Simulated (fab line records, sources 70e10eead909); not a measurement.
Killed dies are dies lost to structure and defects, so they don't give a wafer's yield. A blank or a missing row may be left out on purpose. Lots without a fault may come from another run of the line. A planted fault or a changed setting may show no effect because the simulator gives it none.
fab line records | flow nand_harc
record lots=23 wafers=69 last_day=33
route steps=1302 shown A_SGD_CUT@907 A_SLIT@922 A_WL_FILL@953
lots that met no fault: from a run of the same line without faults
start_h: hours from the record's first day to the start of the lot's first wafer shown | wait_h: hours since the lot's step before | " the same as in the row above | L1.1+2: a row that stands for several wafers | - no value, or no start given | * or withheld: withheld | < > ~ a bound
route shown NAME@n: a module of which the file shows steps, and the number in the route of the first | usual: mean/standard deviation of fault-free wafers | same: alike in all rows | chamber/n: place in a boat | sites: the reading at each site | _std_site: their standard deviation | _edge_site: outer sites' mean less inner sites' | radius_mm: how far each site lies from the wafer's centre | mask NAME#n: copy n | behind: the tool/chamber that last shaped the wafer | hold: why the lot was held/for how many hours/how that ended | device: the transistor (n, p or np) that didn't switch | end of line: the same wafers' tests at the end of the route | a step without rows: its recipe alone | killed: dies lost to structure and defects at the first sort, not the wafer's yield | map: a wafer's dies, x killed, . not, _ none there
set.NAME: the setting as run; set.NAME@STEP: as run at that earlier step | model.NAME: the simulator's own value behind a step, which no gauge read
steps of the route over a sample of lots; a table a step, a row a wafer
services: from which hour (start_h, from the record's first day; less than 0 if before it) a tool's chamber was out of use, for how many hours, and why
## steps
# step NHARC_A_SGD_CUT_ETCH_15
# recipe target_depth_a=750 time_s=64.3 ch3f_flow_sccm=50 o2_flow_sccm=30 ar_flow_sccm=200 rf_w=500 bias_w=100 chemistry=CH3F/O2
# usual drypump_motor_current_A=6.0/0.51 oes_product_au=0.961/0.016 rf_vpp_V=263.2/1.5 showerhead_plenum_p_Torr=2.42/0.086 throttle_valve_pct=20.663/0.0087
# columns lot.wafer tool chamber start_h wait_h drypump_motor_current_A oes_product_au rf_hours_counter_h rf_vpp_V showerhead_plenum_p_Torr throttle_valve_pct
L074.2 rie_diel-06 1 - - 6.2 0.965 7 260.7 2.29 20.668
L074.1 " 0 " " 6.8 0.961 9 261.9 2.35 20.674
L074.5 " 2 " " 6.0 0.971 - 263.5 2.41 20.669
L075.1 rie_diel-05 1 - - 6.0 0.945 2 262.3 2.38 20.667
L075.4 " 0 " " 6.0 0.965 2 263.8 2.48 20.668
L075.6 " 1 " " 6.0 0.944 - 263.9 2.38 20.666
L078.1 rie_diel-06 1 - - 6.3 0.918 9 262.1 2.29 20.662
L078.2 " 2 " " 6.0 0.937 9 262.3 2.41 20.671
L078.6 " 1 " " 6.2 0.919 - 260.0 2.29 20.667
L076.2 rie_diel-08 1 - - 6.5 0.951 6 262.7 2.36 20.667
L076.4 " 2 " " 5.9 0.963 6 261.9 2.42 20.673
L076.3 " 3 " " 5.7 0.960 7 264.1 2.53 20.677
L077.3 rie_diel-05 2 - - 6.3 0.977 4 265.7 2.55 20.661
L077.1 " 3 " " 6.1 0.966 4 266.1 2.54 20.667
L077.2 " 1 " " 6.0 0.937 4 262.7 2.38 20.647
L079.2 rie_diel-05 3 - - 6.2 0.980 5 265.0 2.54 20.669
L079.5 " 3 " " 6.2 0.973 - 264.6 2.54 20.666
L079.6 " 0 " " 6.0 0.973 - 265.1 2.48 20.672
L081.1 rie_diel-05 2 - - 6.4 0.966 5 265.0 2.55 20.667
L081.3 " 0 " " 6.0 0.973 5 265.0 2.48 20.673
L081.5 " 3 " " 6.1 0.959 - 263.8 2.54 20.668
L080.2 rie_diel-06 3 - - 4.9 0.962 1 261.6 2.31 20.671
L080.1 " 0 " " 6.8 0.982 1 262.1 2.35 20.642
L080.4 " 1 " " 6.2 0.964 1 261.3 2.29 20.657
L083.1 rie_diel-08 0 - - 5.0 0.974 13 263.7 2.39 20.674
L083.2 " 1 " " 6.5 0.960 14 263.0 2.36 20.680
L083.4 " 3 " " 5.7 0.945 11 264.8 2.53 20.666
L082.2 rie_diel-06 2 - - 6.0 0.968 3 263.7 2.41 20.646
L082.4 " 3 " " 4.9 0.975 3 261.3 2.31 20.657
L082.5 " 0 " " 6.8 0.977 - 262.8 2.35 20.660
L084.4 rie_diel-05 3 - - 6.1 0.947 7 265.7 2.54 20.653
L084.1 " 1 " " 6.0 0.944 6 262.7 2.38 20.657
L084.6 " 3 " " 6.1 0.947 - 265.7 2.54 20.663
L087.2 rie_diel-08 3 - - 5.7 0.954 0 264.1 2.53 20.647
L087.5 " 1 " " 6.5 0.975 - 262.8 2.36 20.686
L087.6 " 2 " " 6.0 0.960 - 262.1 2.41 20.641
L085.2 rie_diel-06 3 - - 4.9 0.955 5 261.3 2.31 20.651
L085.1 " 2 " " 6.0 0.966 5 263.6 2.41 20.679
L085.5 " 3 " " 4.9 0.959 - 260.6 2.31 20.660
L086.1 rie_diel-08 0 - - 5.1 0.971 1 262.7 2.39 20.655
L086.2 " 1 " " 6.5 0.960 1 262.3 2.36 20.675
L086.5 " 0 " " 5.1 0.963 - 263.9 2.39 20.660
L088.3 rie_diel-06 0 - - 6.8 0.966 6 263.3 2.35 20.673
L088.5 " 0 " " 6.8 0.962 - 260.7 2.35 20.677
L088.6 " 1 " " 6.3 0.964 - 262.0 2.29 20.667
L089.2 rie_diel-08 3 - - 5.7 0.948 4 264.3 2.53 20.665
L089.4 " 0 " " 5.1 0.974 5 262.1 2.39 20.660
L089.5 " 2 " " 6.0 0.939 - 262.8 2.41 20.657
L090.2 rie_diel-05 1 - - 6.0 0.976 0 262.2 2.38 20.667
L090.5 " 1 " " 6.0 0.967 - 261.7 2.38 20.660
L090.6 " 2 " " 6.4 0.972 - 265.5 2.55 20.656
L092.4 rie_diel-08 3 - - 5.7 0.969 6 266.5 2.53 20.665
L092.1 " 0 " " 5.1 0.985 7 262.5 2.39 20.669
L092.6 " 0 " " 5.1 0.971 - 263.3 2.38 20.653
L091.1 rie_diel-08 2 - - 5.9 0.917 7 261.7 2.41 20.657
L091.2 " 3 " " 5.7 0.915 7 266.0 2.53 20.664
L091.3 " 0 " " 5.0 0.918 7 263.2 2.38 20.655
L093.4 rie_diel-08 0 - - 5.1 0.977 9 262.8 2.38 20.655
L093.5 " 1 " " 6.5 0.976 - 262.8 2.36 20.649
L093.6 " 2 " " 5.9 0.961 - 262.8 2.41 20.659
L094.3 rie_diel-05 3 - - 6.1 0.958 2 265.5 2.54 20.658
L094.1 " 0 " " 6.0 0.971 2 264.0 2.47 20.661
L094.6 " 2 " " 6.3 0.960 - 265.7 2.55 20.663
L097.3 rie_diel-05 1 - - 6.0 0.982 2 261.6 2.38 20.659
L097.4 " 0 " " 6.0 0.975 3 264.6 2.47 20.660
L097.6 " 1 " " 6.0 0.973 - 261.9 2.38 20.674
L096.4 rie_diel-08 0 - - 5.1 0.951 11 263.0 2.38 20.661
L096.1 " 1 " " 6.5 0.956 11 262.2 2.36 20.670
L096.6 " 2 " " 6.0 0.953 - 261.9 2.41 20.655
# step NHARC_A_SGD_CUT_CMP_21
# recipe target_thk_nm=148.19
# usual motor_current_A=12.1/0.94 slurry_flow_ml_min=150.0/0.43 time_to_endpoint_s=51.0/2.6
# columns lot.wafer tool chamber start_h wait_h motor_current_A slurry_flow_ml_min time_to_endpoint_s
L074.1 cmp-04 3 454.86 0.4 10.3 150.7 50.8
L074.2 " 1 " " 13.3 150.5 51.3
L074.5 " 3 " " 11.0 149.9 54.2
L075.1 cmp-01 1 454.91 0.4 13.0 150.1 51.3
L075.4 " 2 " " 11.0 150.7 54.9
L075.6 " 0 " " 12.7 150.1 52.8
L078.2 cmp-01 2 470.43 0.4 10.4 149.8 55.0
L078.1 " 0 " " 12.2 150.2 49.4
L078.6 " 3 " " 13.2 149.4 55.1
L076.4 cmp-04 3 470.56 0.5 11.1 149.7 53.8
L076.2 " 0 " " 12.2 150.3 50.5
L076.3 " 1 " " 13.1 149.8 52.8
L077.3 cmp-04 1 479.60 0.4 12.9 149.4 53.2
L077.2 " 3 " " 10.9 151.3 54.3
L077.1 " 0 " " 11.8 149.5 52.2
L079.2 cmp-01 1 507.42 0.4 12.8 150.2 49.2
L079.5 " 1 " " 13.2 149.9 48.9
L079.6 " 2 " " 10.8 150.5 52.6
L080.1 cmp-04 0 517.52 0.4 12.2 150.3 54.9
L080.2 " 2 " " 11.6 150.3 52.7
L080.4 " 3 " " 10.5 150.1 53.3
L081.3 cmp-03 2 517.55 0.4 11.8 149.7 49.7
L081.1 " 3 " " 10.9 149.8 55.3
L081.5 " 2 " " 11.6 149.2 48.9
L083.1 cmp-01 3 537.26 0.4 13.7 149.2 52.7
L083.4 " 0 " " 12.6 150.0 49.9
L083.2 " 1 " " 12.3 150.1 52.1
L082.4 cmp-03 1 537.31 0.4 10.5 149.7 54.8
L082.2 " 2 " " 12.0 149.9 49.0
L082.5 " 3 " " 10.7 149.7 52.9
L084.1 cmp-01 2 552.70 0.4 11.4 150.0 53.5
L084.4 " 1 " " 13.3 149.5 52.4
L084.6 " 3 " " 13.4 150.9 51.9
L085.2 cmp-01 2 563.65 0.4 10.6 150.0 50.5
L085.1 " 3 " " 12.7 149.8 52.8
L085.5 " 1 " " 12.5 149.7 50.5
L087.2 cmp-04 0 563.67 0.4 12.1 150.0 49.1
L087.5 " 1 " " 13.3 150.1 49.1
L087.6 " 2 " " 12.0 150.1 49.9
L086.1 cmp-04 3 569.12 0.4 11.0 150.1 50.0
L086.2 " 1 " " 13.0 150.4 51.6
L086.5 " 2 " " 12.4 150.5 49.1
L088.3 cmp-01 3 586.78 0.4 13.2 151.0 51.1
L088.5 " 1 " " 13.7 149.4 47.6
L088.6 " 2 " " 11.5 150.8 49.8
L089.2 cmp-04 3 592.63 0.4 11.3 149.8 47.2
L089.4 " 0 " " 12.3 150.1 46.7
L089.5 " 1 " " 13.1 150.2 48.5
L090.2 cmp-04 0 616.89 0.4 11.5 149.2 49.2
L090.5 " 0 " " 12.8 150.2 48.0
L090.6 " 1 " " 12.7 149.7 49.7
L092.1 cmp-03 1 616.92 0.4 10.5 150.0 53.1
L092.4 " 2 " " 12.4 150.2 45.2
L092.6 " 1 " " 11.0 149.8 54.0
L091.3 cmp-04 2 633.77 0.4 12.5 150.3 48.6
L091.2 " 3 " " 11.3 149.7 49.1
L091.1 " 1 " " 13.0 149.3 48.7
L093.4 cmp-04 2 648.84 0.4 11.5 150.5 47.7
L093.6 " 2 " " 12.1 149.8 47.8
L093.5 " 3 " " 10.6 149.7 48.5
L094.3 cmp-04 1 653.34 0.5 12.8 150.3 49.5
L094.1 " 2 " " 12.6 149.7 50.5
L094.6 " 2 " " 12.8 149.9 50.0
L097.3 cmp-03 2 668.41 0.4 12.2 150.2 46.5
L097.4 " 3 " " 10.8 150.3 53.4
L097.6 " 2 " " 12.5 149.4 44.1
L096.1 cmp-01 1 668.44 0.4 13.0 150.8 50.4
L096.4 " 2 " " 10.5 149.7 53.3
L096.6 " 0 " " 12.5 149.3 51.2
# step NHARC_A_SLIT_DEP_25
# recipe target_thk_a=2000 temp_c=400 pressure_torr=6.5 rf_w=900 teos_flow_sccm=161.4 flow_sccm=2650 target_thk_nm=200 gas=O2 material=SiO2
# usual heater_power_outer_w=314/71 heater_power_w=582/120 showerhead_vpp_V=1865/97 susceptor_temp_C=399.97/0.23 throttle_valve_pct=15.8/0.36
# columns lot.wafer tool chamber start_h wait_h heater_power_outer_w heater_power_w showerhead_vpp_V susceptor_temp_C throttle_valve_pct
L074.2 pecvd-03 1 455.66 0.1 227 457 1842 399.87 15.7
L074.1 " 2 " " 263 565 1796 400.35 15.8
L074.5 " 1 " " 238 462 1850 400.15 15.6
L075.1 pecvd-01 2 455.93 0.3 249 449 1769 399.80 15.9
L075.6 " 1 " " 450 790 1874 399.87 16.4
L075.4 " 2 " " 261 431 1763 399.71 16.1
L078.2 pecvd-03 2 471.32 0.1 340 648 1809 400.12 15.9
L078.1 " 0 " " 294 496 1713 399.87 15.6
L078.6 " 0 " " 301 505 1700 400.02 15.4
L076.2 pecvd-01 2 471.33 0.1 247 433 1799 399.70 16.4
L076.3 " 0 " " 403 721 1862 400.29 16.2
L076.4 " 0 " " 398 738 1846 400.16 16.2
L077.1 pecvd-01 2 480.38 0.1 279 488 1812 399.77 15.9
L077.2 " 0 " " 363 692 1834 399.91 16.2
L077.3 " 1 " " 357 691 1846 400.25 16.1
L079.2 pecvd-01 2 508.28 0.1 201 378 1777 400.29 16.3
L079.5 " 2 " " 210 386 1803 399.94 16.3
L079.6 " 0 " " 270 581 1836 400.13 15.7
L080.1 pecvd-01 1 518.31 0.1 433 814 1870 399.81 15.6
L080.2 " 2 " " 259 461 1780 400.10 15.9
L080.4 " 1 " " 441 795 1843 400.08 16.1
L081.1 pecvd-04 1 518.35 0.1 424 728 1896 400.23 15.7
L081.3 " 0 " " 242 512 2005 400.08 15.8
L081.5 " 1 " " 307 571 1885 400.14 15.3
L083.1 pecvd-04 0 538.05 0.1 272 532 1998 399.68 15.8
L083.2 " 2 " " 322 512 2065 399.82 15.0
L083.4 " 1 " " 321 600 1892 399.67 15.3
L082.2 pecvd-01 2 538.14 0.1 270 464 1769 400.05 16.3
L082.4 " 1 " " 418 786 1868 399.79 16.0
L082.5 " 2 " " 176 345 1766 399.89 15.9
L084.1 pecvd-04 2 553.56 0.1 357 576 2032 399.92 15.4
L084.6 " 0 " " 245 514 2029 399.98 15.8
L084.4 " 2 " " 254 425 2043 399.90 15.2
L085.1 pecvd-01 1 564.39 0.1 422 748 1861 400.28 16.3
L085.2 " 2 " " 261 458 1769 400.08 16.5
L085.5 " 2 " " 269 464 1783 399.79 16.4
L087.2 pecvd-04 1 564.42 0.1 415 728 1870 399.74 15.6
L087.5 " 0 " " 290 591 2065 400.05 15.9
L087.6 " 2 " " 348 561 1998 400.15 15.5
L086.2 pecvd-01 0 569.91 0.1 332 677 1853 399.77 15.7
L086.1 " 2 " " 230 410 1783 399.52 16.0
L086.5 " 0 " " 350 684 1844 399.73 15.9
L088.3 pecvd-04 1 587.62 0.1 380 690 1886 399.86 15.7
L088.5 " 2 " " 351 572 2052 400.19 15.9
L088.6 " 0 " " 226 479 2038 399.63 16.0
L089.2 pecvd-03 0 593.40 0.1 254 439 1701 400.28 15.3
L089.4 " 0 " " 259 458 1709 400.21 15.3
L089.5 " 1 " " 178 395 1861 400.04 15.8
L090.2 pecvd-01 0 617.68 0.1 349 675 1834 399.91 15.8
L090.6 " 0 " " 354 685 1838 399.87 15.8
L090.5 " 2 " " 251 453 1782 400.15 16.1
L092.1 pecvd-04 1 617.77 0.1 432 760 1894 400.00 15.9
L092.4 " 1 " " 300 557 1867 399.73 15.5
L092.6 " 0 " " 260 518 2050 399.82 15.6
L091.1 pecvd-03 1 634.55 0.1 250 476 1838 399.82 16.3
L091.3 " 2 " " 289 608 1806 400.04 15.6
L091.2 " 0 " " 319 514 1750 399.47 15.3
L093.4 pecvd-03 0 649.81 0.2 232 396 1681 399.84 15.5
L093.6 " 1 " " 238 463 1853 400.05 15.9
L093.5 " 2 " " 315 619 1793 399.94 15.5
L094.1 pecvd-04 1 654.17 0.1 359 656 1872 400.28 15.2
L094.3 " 2 " " 313 497 2017 399.99 14.9
L094.6 " 0 " " 300 568 2051 399.87 15.4
L096.1 pecvd-01 1 669.24 0.1 327 646 1890 399.92 15.9
L096.6 " 1 " " 336 650 1876 400.42 16.4
L096.4 " 2 " " 248 441 1795 399.85 16.3
L097.3 pecvd-01 1 669.47 0.2 346 660 1872 400.47 16.1
L097.4 " 0 " " 376 728 1836 399.67 16.1
L097.6 " 2 " " 199 372 1788 399.76 16.2
# step NHARC_A_WL_FILL_RTA_01
# recipe temp_c=1000 time_s=5
# usual anneal_temp_c_max=1003.4/0.82 lamp_power_pct=29.0/0.5 lamp_zone_4_pct=29.0/0.5 wafer_temp_C_max=1004.8/1.5
# columns lot.wafer tool chamber start_h wait_h anneal_temp_c_max lamp_power_pct lamp_zone_4_pct wafer_temp_C_max
L074.1 rtp_anneal-02 0 474.75 - 1003.6 29.5 29.5 1004.2
L074.2 " 0 " " 1003.8 29.5 29.6 1006.5
L074.5 " 0 " " 1002.4 29.5 29.6 1005.8
L075.1 rtp_anneal-01 0 480.44 - 1002.2 28.5 28.5 1004.3
L075.4 " 0 " " 1003.5 28.6 28.6 1003.0
L075.6 " 0 " " 1003.0 28.5 28.5 1004.1
L076.2 rtp_anneal-01 0 493.79 - 1002.3 28.6 28.5 1004.8
L076.3 " 0 " " 1002.9 28.6 28.6 1002.9
L076.4 " 0 " " 1002.6 28.6 28.6 1003.3
L078.1 rtp_anneal-01 0 493.93 - 1003.7 28.6 28.6 1004.4
L078.2 " 0 " " 1003.6 28.6 28.5 1003.5
L078.6 " 0 " " 1002.4 28.6 28.5 1002.9
L077.1 rtp_anneal-02 0 502.86 - 1004.0 29.5 29.6 1005.0
L077.2 " 0 " " 1005.5 29.6 29.6 1006.2
L077.3 " 0 " " 1003.0 29.5 29.6 1005.3
L079.2 rtp_anneal-02 0 526.57 - 1004.5 29.6 29.6 1006.3
L079.5 " 0 " " 1003.3 29.5 29.6 1005.1
L079.6 " 0 " " 1005.3 29.5 29.6 1005.0
L080.1 rtp_anneal-01 0 536.62 - 1002.5 28.6 28.6 1004.6
L080.2 " 0 " " 1002.9 28.6 28.6 1003.8
L080.4 " 0 " " 1002.1 28.6 28.6 1003.9
L081.1 rtp_anneal-01 0 538.42 - 1003.5 28.6 28.5 1002.4
L081.3 " 0 " " 1002.4 28.6 28.6 1003.5
L081.5 " 0 " " 1003.1 28.6 28.6 1003.8
L082.2 rtp_anneal-02 0 556.71 - 1004.6 29.6 29.5 1006.9
L082.4 " 0 " " 1004.7 29.5 29.6 1007.2
L082.5 " 0 " " 1004.1 29.5 29.6 1005.6
L083.1 rtp_anneal-01 0 560.88 - 1003.0 28.5 28.6 1005.3
L083.2 " 0 " " 1002.6 28.5 28.5 1005.2
L083.4 " 0 " " 1002.9 28.5 28.6 1003.2
L084.1 rtp_anneal-01 0 575.32 - 1002.4 28.6 28.6 1004.4
L084.4 " 0 " " 1002.3 28.6 28.6 1004.0
L084.6 " 0 " " 1002.8 28.6 28.6 1004.0
L085.1 rtp_anneal-02 0 589.09 - 1004.2 29.6 29.6 1005.5
L085.2 " 0 " " 1004.6 29.5 29.6 1007.0
L085.5 " 0 " " 1002.6 29.5 29.5 1007.4
L087.2 rtp_anneal-01 0 589.11 - 1003.3 28.6 28.5 1003.1
L087.5 " 0 " " 1002.7 28.5 28.6 1003.5
L087.6 " 0 " " 1002.7 28.6 28.6 1002.4
L086.1 rtp_anneal-01 0 594.34 - 1003.8 28.6 28.5 1003.3
L086.2 " 0 " " 1004.3 28.6 28.5 1004.7
L086.5 " 0 " " 1002.5 28.5 28.6 1005.0
L089.2 rtp_anneal-02 0 610.38 - 1004.1 29.5 29.6 1005.5
L089.4 " 0 " " 1003.7 29.5 29.5 1005.4
L089.5 " 0 " " 1003.6 29.5 29.5 1007.0
L088.3 rtp_anneal-01 0 610.40 - 1002.6 28.6 28.5 1003.1
L088.5 " 0 " " 1002.9 28.5 28.6 1003.9
L088.6 " 0 " " 1002.5 28.6 28.6 1003.7
L092.1 rtp_anneal-02 0 636.40 - 1004.0 29.6 29.5 1010.2
L092.4 " 0 " " 1005.6 29.6 29.6 1005.1
L092.6 " 0 " " 1003.4 29.6 29.6 1003.6
L090.2 rtp_anneal-01 0 636.42 - 1004.0 28.6 28.6 1004.3
L090.5 " 0 " " 1003.3 28.6 28.5 1003.2
L090.6 " 0 " " 1004.3 28.5 28.5 1003.8
L091.1 rtp_anneal-01 0 656.17 - 1003.2 28.6 28.6 1002.5
L091.2 " 0 " " 1003.0 28.6 28.6 1003.3
L091.3 " 0 " " 1002.7 28.5 28.6 1005.0
L093.4 rtp_anneal-02 0 667.88 - 1004.1 29.6 29.6 1006.5
L093.5 " 0 " " 1004.0 29.6 29.5 1004.4
L093.6 " 0 " " 1003.1 29.6 29.6 1005.3
L094.1 rtp_anneal-02 0 675.78 - 1003.7 29.5 29.6 1006.1
L094.3 " 0 " " 1003.8 29.6 29.6 1006.1
L094.6 " 0 " " 1003.2 29.5 29.6 1005.2
L096.1 rtp_anneal-01 0 689.26 - 1002.0 28.5 28.5 1004.5
L096.4 " 0 " " 1002.4 28.5 28.5 1004.3
L096.6 " 0 " " 1002.3 28.5 28.5 1003.6
L097.3 rtp_anneal-02 0 690.89 - 1003.4 29.6 29.6 1006.9
L097.4 " 0 " " 1004.2 29.6 29.6 1004.6
L097.6 " 0 " " 1005.0 29.5 29.5 1005.9
# step NHARC_A_WL_FILL_ALD_02
# recipe target_thk_a=20 pulse_time_s=3 ald_cycles=100 temp_c=450 material=TiN
# usual heater_power_outer_w=698/100 heater_power_w=1086/100 precursor_pulse_height_rel=1.001/0.018 susceptor_temp_C=450.00/0.23
# columns lot.wafer tool chamber start_h wait_h heater_power_outer_w heater_power_w precursor_pulse_height_rel susceptor_temp_C
L074.2 ald_metal-02 2 474.97 0.2 666 1085 1.006 450.12
L074.1 " 1 " " 646 1062 1.026 450.25
L074.5 " 3 " " 640 1042 0.973 449.90
L075.4 ald_metal-01 3 480.65 0.1 702 1043 1.019 450.14
L075.1 " 1 " " 608 941 0.979 449.73
L075.6 " 3 " " 690 1078 1.021 450.23
L076.3 ald_metal-02 3 493.97 0.1 635 1028 0.994 450.00
L076.4 " 0 " " 691 1033 0.987 450.26
L076.2 " 1 " " 655 1051 0.982 450.21
L078.2 ald_metal-01 0 494.18 0.2 643 1060 1.044 449.99
L078.1 " 2 " " 624 985 1.019 450.18
L078.6 " 3 " " 695 1060 1.032 449.69
L077.1 ald_metal-02 0 503.11 0.2 688 1033 0.982 450.20
L077.2 " 1 " " 674 1063 1.029 449.06
L077.3 " 2 " " 681 1056 1.006 449.72
L079.2 ald_metal-03 1 526.87 0.3 853 1241 0.976 449.87
L079.6 " 2 " " 974 1343 1.002 450.14
L079.5 " 3 " " 696 1109 0.982 450.10
L080.1 ald_metal-01 1 536.84 0.2 651 989 0.985 450.22
L080.2 " 2 " " 629 978 0.984 450.06
L080.4 " 3 " " 699 1089 0.990 450.29
L081.1 ald_metal-03 0 538.64 0.2 647 1195 1.005 450.00
L081.3 " 3 " " 689 1113 0.996 449.88
L081.5 " 1 " " 865 1274 0.993 450.22
L082.4 ald_metal-02 1 556.90 0.1 659 1040 1.004 450.03
L082.2 " 2 " " 663 1073 0.985 450.01
L082.5 " 2 " " 673 1066 0.982 450.05
L083.4 ald_metal-03 0 561.09 0.1 681 1145 0.990 450.22
L083.1 " 1 " " 909 1268 1.010 449.80
L083.2 " 3 " " 673 1138 0.978 450.33
L084.4 ald_metal-02 0 575.53 0.1 689 1051 1.024 449.94
L084.1 " 1 " " 660 1059 1.050 450.10
L084.6 " 1 " " 669 1072 0.991 450.30
L087.2 ald_metal-01 2 589.35 0.2 628 983 0.990 450.67
L087.6 " 1 " " 626 968 1.004 449.69
L087.5 " 2 " " 640 974 1.022 450.20
L085.1 ald_metal-02 2 589.51 0.4 675 1061 0.992 449.61
L085.2 " 0 " " 683 1056 0.983 449.98
L085.5 " 2 " " 672 1051 0.967 449.93
L086.2 ald_metal-03 0 594.63 0.2 628 1093 1.015 449.89
L086.1 " 1 " " 885 1247 0.991 450.17
L086.5 " 2 " " 948 1329 1.028 450.09
L088.3 ald_metal-01 2 610.60 0.2 636 999 0.991 449.87
L088.6 " 1 " " 631 1015 0.997 449.93
L088.5 " 2 " " 617 1007 0.990 450.36
L089.4 ald_metal-03 3 610.64 0.2 663 1101 1.018 449.79
L089.2 " 0 " " 648 1116 1.006 449.97
L089.5 " 2 " " 998 1343 0.997 449.81
L090.2 ald_metal-03 3 636.61 0.2 662 1124 0.972 450.09
L090.5 " 3 " " 660 1125 0.994 450.22
L090.6 " 0 " " 626 1113 1.008 449.71
L092.4 ald_metal-02 0 636.61 0.1 641 992 1.014 450.06
L092.1 " 2 " " 696 1062 1.009 449.96
L092.6 " 0 " " 636 992 1.009 450.01
L091.1 ald_metal-01 1 656.39 0.2 641 977 1.012 450.27
L091.3 " 2 " " 635 960 0.996 449.82
L091.2 " 0 " " 641 1051 0.982 450.03
L093.4 ald_metal-02 3 668.09 0.2 612 1011 1.004 449.68
L093.6 " 1 " " 670 1080 1.027 449.79
L093.5 " 2 " " 686 1074 1.025 449.82
L094.3 ald_metal-03 2 675.99 0.1 985 1337 1.009 450.30
L094.1 " 0 " " 646 1112 0.991 449.76
L094.6 " 3 " " 664 1094 1.002 449.79
L096.1 ald_metal-01 1 689.52 0.2 651 1010 1.005 450.09
L096.4 " 3 " " 716 1094 0.982 449.97
L096.6 " 1 " " 639 979 1.021 449.89
L097.3 ald_metal-02 2 691.05 0.1 680 1100 1.008 450.22
L097.4 " 2 " " 695 1088 1.011 450.35
L097.6 " 0 " " 640 995 0.985 449.96
# step NHARC_A_WL_FILL_CVD_03
# recipe target_thk_a=400 temp_c=300 pressure_torr=40 wf6_flow_sccm=40 h2_flow_sccm=1600 ar_flow_sccm=1560 time_s=279 material=W
# usual heater_power_outer_w=244/18 heater_power_w=437/28 susceptor_temp_C=299.98/0.19 throttle_valve_pct=8.26/0.26
# columns lot.wafer tool chamber start_h wait_h heater_power_outer_w heater_power_w susceptor_temp_C throttle_valve_pct
L074.2 cvd_w-02 0 475.40 0.1 230 429 300.26 7.86
L074.1 " 1 " " 233 402 299.74 7.96
L074.5 " 0 " " 228 431 300.10 8.19
L075.1 cvd_w-01 0 481.14 0.1 233 422 299.58 8.65
L075.4 " 1 " " 274 490 300.18 8.41
L075.6 " 0 " " 231 418 299.86 8.59
L076.2 cvd_w-02 0 494.41 0.1 228 440 300.31 8.10
L076.4 " 0 " " 226 422 300.11 8.29
L076.3 " 1 " " 236 392 299.87 8.15
L078.2 cvd_w-01 1 494.59 0.1 281 478 299.75 8.53
L078.1 " 0 " " 234 421 299.65 8.65
L078.6 " 1 " " 273 490 299.75 8.53
L077.2 cvd_w-02 0 503.51 0.1 222 437 - 8.34
L077.1 " 1 " " 232 400 - 7.96
L077.3 " 1 " " 234 405 - 7.83
L079.2 cvd_w-02 0 527.19 0.1 226 427 299.95 8.21
L079.6 " 0 " " 224 434 299.79 8.16
L079.5 " 1 " " 239 406 299.75 8.08
L080.2 cvd_w-02 0 537.28 0.1 224 426 - 8.15
L080.1 " 1 " " 238 396 - 7.99
L080.4 " 1 " " 237 408 - 8.09
L081.1 cvd_w-01 0 539.07 0.1 232 417 299.97 8.63
L081.3 " 1 " " 281 494 300.11 8.22
L081.5 " 0 " " 233 424 300.11 8.63
L082.2 cvd_w-02 0 557.34 0.1 225 436 - 8.18
L082.4 " 0 " " 215 443 - 8.36
L082.5 " 1 " " 245 399 - 7.95
L083.2 cvd_w-02 1 561.53 0.1 237 393 299.74 8.31
L083.1 " 0 " " 222 432 300.06 8.37
L083.4 " 0 " " 226 440 300.17 8.46
L084.1 cvd_w-01 1 576.02 0.1 266 459 300.10 8.43
L084.4 " 0 " " 242 442 300.09 8.17
L084.6 " 1 " " 272 457 299.97 8.39
L087.2 cvd_w-02 0 589.86 0.1 224 436 300.06 8.46
L087.5 " 1 " " 237 403 300.10 8.13
L087.6 " 0 " " 225 425 299.64 8.42
L085.2 cvd_w-01 1 589.91 0.1 271 463 299.96 8.35
L085.1 " 0 " " 248 454 300.21 8.39
L085.5 " 0 " " 241 427 300.23 8.69
L086.1 cvd_w-01 0 594.99 0.1 241 446 - 8.16
L086.2 " 1 " " 273 469 - 8.41
L086.5 " 0 " " 243 440 - 8.29
L089.2 cvd_w-01 1 611.06 0.1 274 459 299.89 8.14
L089.4 " 0 " " 248 443 300.06 8.56
L089.5 " 1 " " 278 462 299.96 8.53
L088.3 cvd_w-02 0 611.10 0.2 225 431 300.31 8.38
L088.5 " 0 " " 218 438 299.74 8.44
L088.6 " 1 " " 240 397 299.75 7.79
L092.1 cvd_w-01 1 637.10 0.1 266 473 300.04 8.21
L092.4 " 0 " " 241 451 300.30 8.47
L092.6 " 1 " " 272 461 300.13 8.46
L090.2 cvd_w-01 0 637.36 0.4 240 442 300.27 8.24
L090.6 " 0 " " 249 438 299.83 8.56
L090.5 " 1 " " 274 474 300.20 8.76
L091.2 cvd_w-01 1 656.82 0.1 273 460 - 8.36
L091.1 " 0 " " 244 450 - 9.02
L091.3 " 0 " " 249 454 - 8.42
L093.4 cvd_w-01 1 668.55 0.2 273 473 300.12 8.59
L093.6 " 1 " " 270 471 300.27 8.52
L093.5 " 0 " " 247 444 299.88 8.52
L094.1 cvd_w-02 1 676.43 0.1 236 410 300.15 7.89
L094.3 " 0 " " 232 459 299.79 7.94
L094.6 " 1 " " 231 410 299.74 7.99
L096.1 cvd_w-02 0 689.91 0.1 238 469 - 7.98
L096.4 " 0 " " 242 464 - 8.02
L096.6 " 1 " " 238 414 - 7.83
L097.3 cvd_w-02 1 691.67 0.2 236 405 - 8.08
L097.4 " 0 " " 228 469 - 7.78
L097.6 " 1 " " 237 410 - 7.82
## services
# columns tool chamber start_h hours kind
cmp-04 - 427.61 1.0 repair
ald_metal-02 - 432.00 10.0 pm
rie_diel-08 - 437.90 0.5 repair
cvd_w-02 - 450.33 13.0 pm
rie_diel-08 3 476.53 3.3 repair
cvd_w-01 - 476.92 1.2 repair
cvd_w-02 - 487.13 0.2 repair
pecvd-01 - 492.27 13.0 pm
rie_diel-08 0 493.65 13.9 repair
rie_diel-08 3 493.83 15.8 repair
cmp-04 - 503.17 4.0 pm
cvd_w-01 - 503.78 0.4 repair
ald_metal-02 3 509.29 8.7 repair
cvd_w-02 - 513.10 0.5 repair
ald_metal-02 0 518.36 2.9 repair
cmp-04 - 536.91 4.3 repair
rie_diel-08 - 544.80 9.0 pm
cvd_w-01 - 547.02 13.0 pm
cmp-04 - 601.17 4.0 pm
cvd_w-01 0 619.05 10.6 repair
pecvd-01 - 624.61 0.8 repair
cvd_w-02 - 631.33 13.0 pm
pecvd-01 - 673.27 13.0 pm
cmp-04 - 686.19 0.9 repair
## key
fault none
